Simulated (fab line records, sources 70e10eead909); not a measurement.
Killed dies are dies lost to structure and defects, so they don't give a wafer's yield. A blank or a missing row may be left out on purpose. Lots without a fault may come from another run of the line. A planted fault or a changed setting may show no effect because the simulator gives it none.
fab line records | flow nand_harc
record lots=13 wafers=39 last_day=24
route steps=1159 shown P_GATE@216 P_CONTACT@242 END@1159
lots that met no fault: from a run of the same line without faults
start_h: hours from the record's first day to the start of the lot's first wafer shown | wait_h: hours since the lot's step before | " the same as in the row above | L1.1+2: a row that stands for several wafers | - no value, or no start given | * or withheld: withheld | < > ~ a bound
route shown NAME@n: a module of which the file shows steps, and the number in the route of the first | usual: mean/standard deviation of fault-free wafers | same: alike in all rows | chamber/n: place in a boat | sites: the reading at each site | _std_site: their standard deviation | _edge_site: outer sites' mean less inner sites' | radius_mm: how far each site lies from the wafer's centre | mask NAME#n: copy n | behind: the tool/chamber that last shaped the wafer | hold: why the lot was held/for how many hours/how that ended | device: the transistor (n, p or np) that didn't switch | end of line: the same wafers' tests at the end of the route | a step without rows: its recipe alone | killed: dies lost to structure and defects at the first sort, not the wafer's yield | map: a wafer's dies, x killed, . not, _ none there
set.NAME: the setting as run; set.NAME@STEP: as run at that earlier step | model.NAME: the simulator's own value behind a step, which no gauge read
steps of the route over a sample of lots; a table a step, a row a wafer
services: from which hour (start_h, from the record's first day; less than 0 if before it) a tool's chamber was out of use, for how many hours, and why
## steps
# step NHARC_P_GATE_INSPECT_68
# usual raw_defect_count=202/73
# columns lot.wafer tool chamber start_h wait_h raw_defect_count
L876.2 defect_inspect-02 - 117.09 0.1 298
L876.5 " - " " 341
L876.6 " - " " 159
L875.2 defect_inspect-02 - 117.68 0.1 183
L875.3 " - " " 258
L875.5 " - " " 321
L878.2 defect_inspect-02 - 124.01 0.1 153
L878.3 " - " " 146
L878.4 " - " " 249
L879.1 defect_inspect-01 - 136.84 0.2 136
L879.2 " - " " 179
L879.3 " - " " 300
L884.2 defect_inspect-01 - 162.37 0.1 115
L884.3 " - " " 128
L884.4 " - " " 283
L886.2 defect_inspect-02 - 189.32 0.1 153
L886.3 " - " " 100
L886.5 " - " " 190
L887.3 defect_inspect-01 - 194.22 0.1 182
L887.5 " - " " 157
L887.6 " - " " 216
L891.1 defect_inspect-01 - 200.56 0.2 240
L891.5 " - " " 182
L891.6 " - " " 173
L892.2 defect_inspect-02 - 210.34 0.1 444
L892.5 " - " " 366
L892.6 " - " " 156
L895.2 defect_inspect-02 - 220.48 0.1 148
L895.3 " - " " 128
L895.6 " - " " 288
L896.1 defect_inspect-02 - 234.52 0.2 137
L896.2 " - " " 115
L896.5 " - " " 159
L898.1 defect_inspect-01 - 238.22 0.2 177
L898.2 " - " " 299
L898.4 " - " " 91
L897.2 defect_inspect-02 - 240.23 0.1 254
L897.3 " - " " 283
L897.6 " - " " 525
# step NHARC_P_CONTACT_STRIP_28
# recipe o2_flow_sccm=500 ar_flow_sccm=0 bias_w=0 chemistry=O2
# usual drypump_motor_current_A=6.0/0.59 oes_product_au=0.997/0.0074 rf_vpp_V=57.9/0.83 showerhead_plenum_p_Torr=3.61/0.11 throttle_valve_pct=17.037/0.0092
# columns lot.wafer tool chamber start_h wait_h drypump_motor_current_A oes_product_au rf_hours_counter_h rf_vpp_V showerhead_plenum_p_Torr throttle_valve_pct
L876.2 rie_diel-11 2 120.10 0.1 6.0 0.983 12 58.4 3.72 17.029
L876.5 " 1 " " 6.6 1.007 - 57.9 3.58 17.036
L876.6 " 2 " " 6.0 0.991 - 56.5 3.72 17.029
L875.2 rie_diel-11 3 120.42 0.1 5.4 1.002 12 56.5 3.46 17.026
L875.3 " 1 " " 6.6 1.018 9 56.8 3.58 17.041
L875.5 " 0 " " 6.4 1.007 - 57.7 3.41 17.038
L878.2 rie_diel-11 0 126.77 0.1 6.4 0.995 11 58.1 3.41 17.042
L878.3 " 2 " " 6.0 0.993 13 58.0 3.72 17.035
L878.4 " 3 " " 5.4 0.998 13 58.6 3.46 17.033
L879.3 rie_diel-11 3 139.62 0.1 5.4 1.005 14 57.4 3.46 17.038
L879.2 " 0 " " 6.4 1.003 13 58.0 3.41 17.019
L879.1 " 1 " " 6.6 1.004 11 59.1 3.58 17.046
L884.4 rie_diel-12 2 165.15 0.1 5.8 1.003 42 57.9 3.59 17.041
L884.3 " 0 " " 5.7 0.987 47 57.4 3.29 17.038
L884.2 " 1 " " 5.9 0.999 42 60.5 3.78 17.025
L886.2 rie_diel-01 2 192.19 0.1 4.9 1.001 5 57.6 3.73 17.044
L886.3 " 0 " " 6.5 1.000 4 56.7 3.63 17.026
L886.5 " 1 " " 5.9 1.006 - 58.0 3.70 17.037
L887.3 rie_diel-01 1 196.83 0.1 5.9 1.001 4 58.5 3.70 17.044
L887.5 " 1 " " 5.9 1.004 - 58.8 3.70 17.040
L887.6 " 2 " " 4.9 0.993 - 58.3 3.73 17.043
L891.1 rie_diel-11 0 203.82 0.1 6.4 0.980 0 57.3 3.40 17.058
L891.6 " 2 " " 6.0 0.998 - 57.5 3.72 17.053
L891.5 " 1 " " 6.6 1.001 - 58.3 3.58 17.018
L892.2 rie_diel-11 2 213.13 0.1 6.0 0.996 1 58.5 3.72 17.033
L892.5 " 1 " " 6.6 0.995 - 57.4 3.57 17.036
L892.6 " 2 " " 6.0 0.998 - 59.0 3.72 17.037
L895.3 rie_diel-01 0 223.23 0.1 6.5 0.994 7 56.9 3.63 17.047
L895.2 " 1 " " 5.9 1.005 7 57.9 3.70 17.035
L895.6 " 0 " " 6.5 0.994 - 57.5 3.63 17.034
L896.2 rie_diel-01 2 237.17 0.1 4.9 0.990 7 58.7 3.73 17.038
L896.1 " 3 " " 6.7 1.000 9 59.6 3.60 17.039
L896.5 " 1 " " 5.9 0.997 - 58.9 3.69 17.026
L898.1 rie_diel-01 0 240.98 0.1 6.5 0.985 9 59.0 3.63 17.053
L898.2 " 1 " " 5.9 0.998 9 57.7 3.69 17.029
L898.4 " 2 " " 4.9 1.008 7 57.4 3.73 17.037
L897.2 rie_diel-01 0 243.02 0.1 6.5 0.995 9 59.5 3.63 17.039
L897.3 " 1 " " 5.8 1.000 9 58.8 3.69 17.048
L897.6 " 2 " " 4.9 1.001 - 58.5 3.73 17.045
# step NHARC_P_CONTACT_PVD_32
# recipe target_thk_a=50 chamber_pressure_pa=5 power_w=5000 substrate_temp_c=200 time_s=17.7 material=Ti
# usual substrate_temp_c=200.02/0.17 throttle_valve_pct=30.4/0.95
# columns lot.wafer tool chamber start_h wait_h substrate_temp_c throttle_valve_pct
L876.2 pvd_sputter-01 - 120.88 - 199.99 31.8
L876.6 " - " " 199.91 29.3
L876.5 " - " " 199.87 31.1
L875.2 pvd_sputter-02 - 121.20 - 199.82 30.1
L875.3 " - " " 199.68 31.0
L875.5 " - " " 199.81 30.9
L878.4 pvd_sputter-01 - 127.54 - 200.14 30.7
L878.2 " - " " 200.11 31.9
L878.3 " - " " 199.71 31.9
L879.1 pvd_sputter-01 - 140.40 - 200.10 31.8
L879.3 " - " " 200.16 31.7
L879.2 " - " " 200.02 29.5
L884.2 pvd_sputter-02 - 165.91 - 200.02 30.2
L884.3 " - " " 199.88 30.9
L884.4 " - " " 200.14 30.2
L886.3 pvd_sputter-02 - 193.00 - 199.97 31.0
L886.2 " - " " 200.16 30.3
L886.5 " - " " 200.11 30.4
L887.3 pvd_sputter-01 - 197.68 - 199.90 31.6
L887.6 " - " " 199.87 29.0
L887.5 " - " " 200.26 31.8
L887.3 pvd_sputter-01 - 197.94 - 199.96 31.5
L887.6 " - " " 200.17 29.3
L887.5 " - " " 199.92 31.8
L891.1 pvd_sputter-01 - 204.61 - 200.09 29.1
L891.5 " - " " 200.01 31.9
L891.6 " - " " 200.43 29.1
L891.1 pvd_sputter-01 - 204.86 - 199.85 29.0
L891.5 " - " " 199.99 32.0
L891.6 " - " " 200.16 29.1
L892.2 pvd_sputter-03 - 213.98 - 200.05 27.9
L892.5 " - " " 200.06 29.0
L892.6 " - " " 200.08 29.8
L892.2 pvd_sputter-03 - 214.23 - 200.33 28.1
L892.5 " - " " 199.97 29.1
L892.6 " - " " 200.27 29.7
L895.2 pvd_sputter-03 - 224.10 - 200.08 28.9
L895.3 " - " " 200.09 31.0
L895.6 " - " " 200.42 29.8
L896.2 pvd_sputter-03 - 238.06 - 199.97 30.9
L896.1 " - " " 199.88 28.4
L896.5 " - " " 200.05 29.8
L898.4 pvd_sputter-02 - 241.76 - 200.03 30.0
L898.2 " - " " 199.99 30.8
L898.1 " - " " 199.97 30.9
L897.2 pvd_sputter-02 - 243.75 - 200.11 31.3
L897.3 " - " " 200.02 29.4
L897.6 " - " " 199.99 30.9
# step NHARC_P_CONTACT_CVD_23
# recipe target_thk_a=2000 temp_c=300 pressure_torr=40 wf6_flow_sccm=40 h2_flow_sccm=1600 ar_flow_sccm=1560 time_s=557 material=W
# usual heater_power_w=476/73 mfc_h2_sccm=1600/4.9 throttle_valve_pct=7.89/0.27
# columns lot.wafer tool chamber start_h wait_h heater_power_w mfc_h2_sccm throttle_valve_pct
L876.2 cvd_w-01 0 - - 334 1594 7.79
L876.5 " 1 " " 581 1595 7.77
L876.6 " 0 " " 341 1603 7.73
L875.2 cvd_w-01 1 - - 567 1600 7.74
L875.3 " 0 " " 343 1596 7.72
L875.5 " 1 " " 578 1603 7.79
L878.2 cvd_w-02 1 - - 487 1593 7.69
L878.3 " 0 " " 487 1599 7.83
L878.4 " 1 " " 480 1598 7.96
L879.2 cvd_w-01 0 - - 350 1601 7.69
L879.1 " 1 " " 567 1599 7.66
L879.3 " 1 " " 557 1597 7.90
L884.2 cvd_w-01 0 - - 335 1601 7.58
L884.3 " 1 " " 569 1600 8.01
L884.4 " 0 " " 334 1604 7.72
L886.2 cvd_w-02 0 - - 476 1591 7.96
L886.3 " 0 " " 488 1602 8.22
L886.5 " 0 " " 483 1606 8.12
L887.3 cvd_w-02 0 - - 490 1601 8.20
L887.6 " 1 " " 505 1596 7.42
L887.5 " 0 " " 487 1605 8.14
L891.1 cvd_w-02 1 - - 510 1600 7.55
L891.5 " 0 " " 498 1599 8.01
L891.6 " 1 " " 502 1599 7.60
L892.2 cvd_w-02 0 - - 478 1586 8.40
L892.6 " 0 " " 500 1598 8.17
L892.5 " 1 " " 495 1599 7.65
L895.2 cvd_w-02 0 - - 491 1602 8.34
L895.3 " 1 " " 498 1592 7.69
L895.6 " 1 " " 504 1600 7.41
L896.1 cvd_w-02 1 - - 501 1597 7.53
L896.2 " 0 " " 500 1585 8.32
L896.5 " 0 " " 483 1599 8.28
L898.1 cvd_w-01 1 - - 576 1600 8.19
L898.2 " 0 " " 339 1605 7.83
L898.4 " 0 " " 344 1604 7.92
L897.2 cvd_w-02 0 - - 488 1599 8.45
L897.3 " 0 " " 497 1598 8.32
L897.6 " 0 " " 491 1598 8.31
# step NHARC_END_SORT_01
# recipe temp_c=25
# usual killed_at_array=29/12 killed_at_other=0.7/1 killed_at_periphery=4/3.2 killed_dies=34/12 killed_open=3.4/2 killed_short=1.8/1.3
# same gross_dies=677
# columns lot.wafer tool chamber start_h wait_h killed_at_array killed_at_other killed_at_periphery killed_dies killed_open killed_short
L892.2 prober-01 0 545.33 2.8 46 0 6 52 5 1
L892.5 prober-01 0 547.71 3.7 28 0 8 36 1 1
L892.6 prober-01 0 548.51 4.0 39 0 6 45 1 2
L891.1 prober-01 0 552.36 2.6 29 0 16 45 4 4
# killed by level:class
L892.2 A_SLIT:chamber_film_flake=17 A_CHANNEL_HOLE_D1:chamber_film_flake=14 A_CONTACT:chamber_film_flake=4 P_M1:chamber_film_flake=3 A_STAIRCASE:chamber_film_flake=3 P_CONTACT:chamber_film_flake=2 A_WL_FILL:chamber_film_flake=2 A_SGD_CUT:geometric_particle:open=1
L892.5 A_SLIT:chamber_film_flake=14 A_CHANNEL_HOLE_D1:chamber_film_flake=10 P_GATE:chamber_film_flake=3 A_CONTACT:chamber_film_flake=3 P_M1:chamber_film_flake=2 P_M1:geometric_particle:open=1 P_M1:geometric_particle:short=1 P_CONTACT:chamber_film_flake=1
L892.6 A_CHANNEL_HOLE_D1:chamber_film_flake=15 A_SLIT:chamber_film_flake=14 A_CONTACT:chamber_film_flake=6 P_STI:chamber_film_flake=2 P_M1:chamber_film_flake=2 A_STAIRCASE:chamber_film_flake=2 P_CONTACT:geometric_particle:open=1 A_SLIT:geometric_particle:short=1
L891.1 A_CONTACT:chamber_film_flake=11 P_CONTACT:chamber_film_flake=9 A_STAIRCASE:chamber_film_flake=7 P_ZERO_WELL:chamber_film_flake=4 A_CHANNEL_HOLE_D1:chamber_film_flake=4 P_CONTACT:geometric_particle:open=2 A_WL_FILL:geometric_particle:short=2 A_ZERO_WELL:chamber_film_flake=2
## services
# columns tool chamber start_h hours kind
rie_diel-12 1 101.34 3.4 repair
pvd_sputter-03 - 102.00 10.0 pm
cvd_w-01 - 111.58 13.0 pm
rie_diel-12 2 117.57 4.0 repair
pvd_sputter-02 - 128.88 6.6 repair
rie_diel-01 - 137.88 9.0 pm
rie_diel-01 0 151.25 11.0 repair
pvd_sputter-01 - 171.17 10.0 pm
rie_diel-01 1 174.47 11.1 repair
rie_diel-01 3 179.79 2.4 repair
rie_diel-11 2 180.50 3.4 repair
pvd_sputter-03 - 185.58 1.2 repair
rie_diel-11 - 189.56 9.0 pm
cvd_w-01 0 194.08 6.5 repair
cvd_w-02 - 196.91 13.0 pm
cvd_w-02 0 196.91 13.0 vent_cycle
cvd_w-02 1 196.91 13.0 vent_cycle
rie_diel-11 0 200.84 2.2 repair
cvd_w-01 - 201.53 0.4 repair
rie_diel-11 3 201.63 3.2 repair
rie_diel-12 - 202.46 9.0 pm
rie_diel-01 2 203.56 16.8 repair
pvd_sputter-03 - 204.83 6.3 repair
cvd_w-01 1 236.01 3.0 repair
## key
first_sign step=NHARC_P_CONTACT_PVD_32 reading=visit direction=added
effect none on later readings
met_at NHARC_P_CONTACT_PVD_32
struck_lots L887,L891,L892
tester_left_out L887,L891,L892
not_acting_at NHARC_P_GATE_INSPECT_68,NHARC_P_CONTACT_STRIP_28,NHARC_P_CONTACT_CVD_23
fault kind=repeated_step_whole tool=pvd_sputter-01,pvd_sputter-02,pvd_sputter-03 chamber=- onset_h=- steps=NHARC_P_CONTACT_PVD_32 times=1 scope=struck_lots_only
# tester_left_out: of these lots the tester's yield and bins aren't shown, on N5 and GAA mostly nor the transistor test; their killed dies are dies lost to structure and defects alone, not to doping, threshold or leakage, so they don't give the yield
